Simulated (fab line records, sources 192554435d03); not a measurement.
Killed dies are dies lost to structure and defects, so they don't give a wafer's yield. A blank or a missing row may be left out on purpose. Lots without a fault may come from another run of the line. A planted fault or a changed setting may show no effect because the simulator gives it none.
Chamber matching | flow n5_finfet | N5_BEOL_M13_ETCH_38 on rie_diel-04: 4 sister chambers
The step etches SiCN in CF4/N2, target depth 67.5 nm, time 71.9 s. 4 wafers are shown with their chamber, then 8 later ones without.

WAFERS WITH THEIR CHAMBER
wafer  | chamber | showerhead_plenum_p_Torr (Torr)
L081.3 | 3       | 2.23
L081.4 | 2       | 2.12
L083.1 | 0       | 2.14
L084.1 | 1       | 2.18

WAFERS WITHOUT THEIR CHAMBER
wafer  | showerhead_plenum_p_Torr (Torr)
L084.5 | 2.14
L084.6 | 2.18
L090.3 | 2.14
L090.4 | 2.22
L090.6 | 2.11
L094.1 | 2.18
L094.5 | 2.18
L094.6 | 2.22

WHICH CHAMBER EACH WENT THROUGH
wafer  | from the rows above | in truth
L084.5 | 0                   | 0
L084.6 | 1                   | 1
L090.3 | 0                   | 0
L090.4 | 3                   | 3
L090.6 | 2                   | 2
L094.1 | 1                   | 1
L094.5 | 1                   | 1
L094.6 | 3                   | 3
Placed correctly: 8 of 8. Can't be placed from these rows: 0. Placed wrongly: 0.
How it was worked out, from the rows above alone: a wafer's distance from a chamber is the root of the sum, over the readings, of the square of ((its reading less the chamber's mean) divided by the reading's scatter). The wafer belongs to the nearest chamber; if the next one is less than 2 further off, it can't be placed. A chamber's mean is the mean of its shown wafers. The scatter: with one shown wafer a chamber, the root of the mean of the squares of how far each hidden wafer lies from its nearest shown one.
